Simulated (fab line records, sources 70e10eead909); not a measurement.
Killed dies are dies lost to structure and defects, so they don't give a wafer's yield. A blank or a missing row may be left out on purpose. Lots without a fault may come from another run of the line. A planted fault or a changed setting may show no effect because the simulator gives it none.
fab line records | flow nand_harc | part 2 of 2: steps 29 to 35 of 35
record lots=5 wafers=15 last_day=24
route steps=1159 shown P_GATE@120
lots that met no fault: from a run of the same line without faults
start_h: hours from the record's first day to the start of the lot's first wafer shown | wait_h: hours since the lot's step before | " the same as in the row above | L1.1+2: a row that stands for several wafers | - no value, or no start given | * or withheld: withheld | < > ~ a bound
route shown NAME@n: a module of which the file shows steps, and the number in the route of the first | usual: mean/standard deviation of fault-free wafers | same: alike in all rows | chamber/n: place in a boat | sites: the reading at each site | _std_site: their standard deviation | _edge_site: outer sites' mean less inner sites' | radius_mm: how far each site lies from the wafer's centre | mask NAME#n: copy n | behind: the tool/chamber that last shaped the wafer | hold: why the lot was held/for how many hours/how that ended | device: the transistor (n, p or np) that didn't switch | end of line: the same wafers' tests at the end of the route | a step without rows: its recipe alone | killed: dies lost to structure and defects at the first sort, not the wafer's yield | map: a wafer's dies, x killed, . not, _ none there
set.NAME: the setting as run; set.NAME@STEP: as run at that earlier step | model.NAME: the simulator's own value behind a step, which no gauge read
lots at some steps of the route; a table a step, a row a wafer
services: from which hour (start_h, from the record's first day; less than 0 if before it) a tool's chamber was out of use, for how many hours, and why
## steps
# step NHARC_P_GATE_ETCH_114
# recipe target_depth_a=300 overetch_a=30 time_s=16.5 ion_energy_ev=100 cf4_flow_sccm=80 o2_flow_sccm=20 ar_flow_sccm=0 rf_w=300 bias_w=100 chemistry=CF4/O2
# usual drypump_motor_current_A=5.8/0.43 o2_flow_sccm=20.00/0.061 oes_ar_750_au=1.000/0.0049 oes_product_au=0.999/0.011 rf_vpp_V=198.3/1.4 showerhead_plenum_p_Torr=1.36/0.061 throttle_valve_pct=13.398/0.0092
# same time_s=16.5
# columns lot.wafer tool chamber start_h wait_h drypump_motor_current_A o2_flow_sccm oes_ar_750_au oes_product_au rf_hours_counter_h rf_vpp_V showerhead_plenum_p_Torr throttle_valve_pct
L076.3 rie_diel-09 2 - - 5.7 20.04 1.004 0.999 4 200.3 1.45 13.408
L076.1 " 0 " " 5.9 19.93 1.003 0.983 4 199.6 1.38 13.405
L076.5 " 3 " " 5.1 19.98 1.002 1.027 - 200.2 1.42 13.399
L080.4 rie_diel-07 2 - - 5.5 19.87 0.995 1.003 13 195.8 1.27 13.385
L080.1 " 3 " " 6.0 19.90 0.996 0.999 14 198.3 1.35 13.395
L080.6 " 2 " " 5.5 19.93 0.994 1.003 - 196.5 1.27 13.408
L085.3 rie_diel-10 3 - - 5.0 20.03 1.007 0.988 58 195.1 1.24 13.417
L085.6 " 2 " " 6.6 19.94 0.998 0.996 - 195.6 1.24 13.394
L085.5 " 3 " " 5.0 20.01 1.003 0.992 - 195.9 1.24 13.403
L086.2 rie_diel-10 3 - - 5.0 20.05 0.996 1.002 58 195.6 1.24 13.388
L086.4 " 0 " " 6.1 20.08 1.003 1.002 54 198.2 1.33 13.400
L086.5 " 1 " " 5.8 19.98 1.005 1.003 - 200.1 1.36 13.392
L094.3 rie_diel-09 0 - - 5.9 20.05 0.995 0.998 42 199.7 1.37 13.396
L094.5 " 3 " " 5.1 20.02 0.995 1.024 - 199.1 1.41 13.399
L094.6 " 0 " " 5.9 20.08 1.003 1.002 - 199.0 1.37 13.399
# step NHARC_P_GATE_ETCH_32
# recipe target_depth_a=1500 over_etch_frac=1 over_etch_ion_energy_ev=40 time_s=100.1 hbr_flow_sccm=150 cl2_flow_sccm=50 rf_w=400 icp_w=400 bias_w=100 chemistry=HBr/Cl2
# usual drypump_motor_current_A=5.7/0.38 hbr_flow_sccm=150.0/0.44 mfc_cl2_sccm=50.00/0.15 oes_product_au=0.996/0.015 throttle_valve_pct=26.405/0.0092
# same time_s=100.1
# columns lot.wafer tool chamber start_h wait_h drypump_motor_current_A hbr_flow_sccm mfc_cl2_sccm oes_product_au rf_hours_counter_h throttle_valve_pct
L076.3 rie_si-03 3 100.10 - 5.9 149.9 49.65 0.999 1.1 26.402
L076.1 " 1 " " 5.2 149.4 49.82 0.997 1.2 26.411
L076.5 " 3 " " 5.9 149.1 49.61 1.001 - 26.401
L080.4 rie_si-03 0 127.51 - 5.3 149.6 50.42 1.002 1.3 26.395
L080.1 " 2 " " 6.2 149.9 50.20 0.972 1.4 26.409
L080.6 " 1 " " 5.2 150.2 50.04 1.006 - 26.408
L085.3 rie_si-04 2 172.00 - 5.4 149.7 50.00 1.020 0.5 26.396
L085.5 " 2 " " 5.4 149.8 50.03 1.025 - 26.412
L085.6 " 3 " " 5.6 150.1 50.12 0.990 - 26.412
L086.4 rie_si-06 3 172.96 - 6.3 149.7 49.85 0.997 1.5 26.417
L086.2 " 1 " " 5.2 149.2 50.07 0.985 1.3 26.399
L086.5 " 3 " " 6.3 150.2 50.11 0.994 - 26.393
L094.3 rie_si-03 3 209.72 - 5.8 149.8 50.07 0.973 0.3 26.410
L094.5 " 0 " " 5.3 150.1 50.22 1.016 - 26.408
L094.6 " 1 " " 5.2 149.5 49.81 0.983 - 26.406
# step NHARC_P_GATE_STRIP_108
# recipe o2_flow_sccm=500 ar_flow_sccm=0 bias_w=0 chemistry=O2
# usual drypump_motor_current_A=5.9/0.41 o2_flow_sccm=499.9/1.4 oes_product_au=0.998/0.011 rf_vpp_V=57.9/0.96 showerhead_plenum_p_Torr=3.57/0.14 throttle_valve_pct=17.037/0.0089
# columns lot.wafer tool chamber start_h wait_h drypump_motor_current_A o2_flow_sccm oes_product_au rf_hours_counter_h rf_vpp_V showerhead_plenum_p_Torr throttle_valve_pct
L076.3 rie_diel-09 2 100.25 - 5.7 499.0 0.998 4 59.9 3.81 17.051
L076.1 " 1 " " 5.8 499.8 0.993 4 59.4 3.59 17.038
L076.5 " 3 " " 5.1 499.4 1.013 - 57.9 3.74 17.031
L080.1 rie_diel-09 0 127.70 - 5.9 500.0 1.001 12 56.8 3.64 17.025
L080.4 " 2 " " 5.8 500.6 0.993 12 58.5 3.80 17.052
L080.6 " 0 " " 5.9 499.7 1.005 - 58.9 3.64 17.038
L085.3 rie_diel-07 0 172.17 - 6.3 501.4 0.993 21 58.0 3.69 17.051
L085.5 " 0 " " 6.3 499.3 0.992 - 57.8 3.69 17.032
L085.6 " 1 " " 6.2 499.9 0.993 - 57.1 3.48 17.023
L086.4 rie_diel-10 1 173.13 - 5.8 499.0 1.011 60 57.7 3.59 17.034
L086.2 " 2 " " 6.6 499.6 1.000 60 57.1 3.29 17.047
L086.5 " 0 " " 6.1 499.9 1.001 - 57.7 3.51 17.031
L094.3 rie_diel-09 0 209.90 - 5.9 500.1 0.996 43 58.4 3.62 17.052
L094.6 " 1 " " 5.8 498.6 0.992 - 57.5 3.57 17.045
L094.5 " 2 " " 5.8 500.6 0.985 - 60.5 3.78 17.046
# step NHARC_P_GATE_CD_MEAS_33
# usual cd_nm=120/4
# columns lot.wafer tool chamber start_h wait_h cd_nm
L076.1 cd_sem-01 - 100.42 - 119
L076.3 " - " " 128
L076.5 " - " " 124
L080.1 cd_sem-02 - 127.86 - 118
L080.4 " - " " 119
L080.6 " - " " 122
L085.3 cd_sem-02 - 172.35 - 113
L085.5 " - " " 116
L085.6 " - " " 116
L086.2 cd_sem-02 - 173.30 - 119
L086.4 " - " " 112
L086.5 " - " " 112
L094.3 cd_sem-02 - 210.03 - 122
L094.5 " - " " 126
L094.6 " - " " 114
# step NHARC_P_GATE_STRIP_35
# recipe time_s=600 temp_c=130 chemistry=SPM
# usual bath_heat_duty_pct=15.2/2
# same time_s=600
# columns lot.wafer tool chamber start_h wait_h bath_heat_duty_pct
L076.3 wet_bench-01 4 100.52 0.1 13.2
L076.5 " 5 " " 14.1
L076.1 " 7 " " 13.6
L080.4 wet_bench-04 3 127.94 0.1 15.9
L080.6 " 5 " " 13.6
L080.1 " 7 " " 15.0
L085.6 wet_bench-01 5 172.43 0.1 12.9
L085.3 " 0 " " 19.0
L085.5 " 1 " " 19.1
L086.2 wet_bench-01 4 173.38 0.1 13.1
L086.4 " 5 " " 13.2
L086.5 " 1 " " 18.0
L094.5 wet_bench-04 6 210.12 0.1 16.2
L094.6 " 7 " " 13.2
L094.3 " 1 " " 12.7
# step NHARC_P_GATE_PRECLEAN_73
# recipe time_s=* temp_c=50 bath_age_min=0 chemistry=SC1
# usual bath_heat_duty_pct=7.2/1
# same time_s=*
# columns lot.wafer tool chamber start_h wait_h bath_heat_duty_pct
L076.3 wet_bench-01 4 - - 5.6
L076.5 " 5 " " 6.1
L076.1 " 7 " " 7.2
L080.4 wet_bench-04 3 - - 8.5
L080.6 " 5 " " 6.0
L080.1 " 7 " " 6.3
L085.6 wet_bench-01 5 - - 6.6
L085.3 " 0 " " 9.5
L085.5 " 1 " " 8.8
L086.2 wet_bench-01 4 - - 6.7
L086.4 " 5 " " 5.4
L086.5 " 1 " " 8.6
L094.5 wet_bench-04 6 - - 7.4
L094.6 " 7 " " 6.3
L094.3 " 1 " " 6.4
# step NHARC_P_GATE_SRD_74
# columns lot.wafer tool chamber start_h wait_h
L076.3+5+1 wet_bench-01 4,5,7 - -
L080.4+6+1 wet_bench-04 3,5,7 - -
L085.6+3+5 wet_bench-01 5,0,1 - -
L086.2+4+5 wet_bench-01 4,5,1 - -
L094.5+6+3 wet_bench-04 6,7,1 - -
## services
# columns tool chamber start_h hours kind
litho_track-05 - 62.00 7.0 pm
rie_diel-10 0 64.00 4.0 repair
arfi_scanner-01 - 68.02 0.8 repair
rie_diel-09 - 77.35 9.0 pm
arfi_scanner-02 - 84.00 4.0 pm
rie_si-03 3 86.49 13.3 repair
litho_track-01 - 93.00 7.0 pm
rie_diel-10 0 93.35 2.2 repair
acl_dep-01 - 112.38 13.0 pm
rie_diel-10 1 114.19 4.5 repair
litho_track-06 - 117.00 7.0 pm
arfi_scanner-01 - 126.03 0.7 repair
rie_diel-10 0 129.54 4.9 repair
rie_diel-09 1 129.76 1.8 repair
rie_diel-09 3 138.71 9.6 repair
pecvd-01 - 139.58 1.0 repair
litho_track-04 - 141.00 7.0 pm
rie_si-03 - 155.00 9.0 pm
wet_bench-04 - 163.20 8.0 pm
litho_track-02 - 165.00 7.0 pm
rie_diel-10 - 176.66 9.0 pm
rie_si-03 3 179.05 7.5 repair
wet_bench-02 - 180.00 8.0 pm
furnace-06 - 198.00 26.0 pm
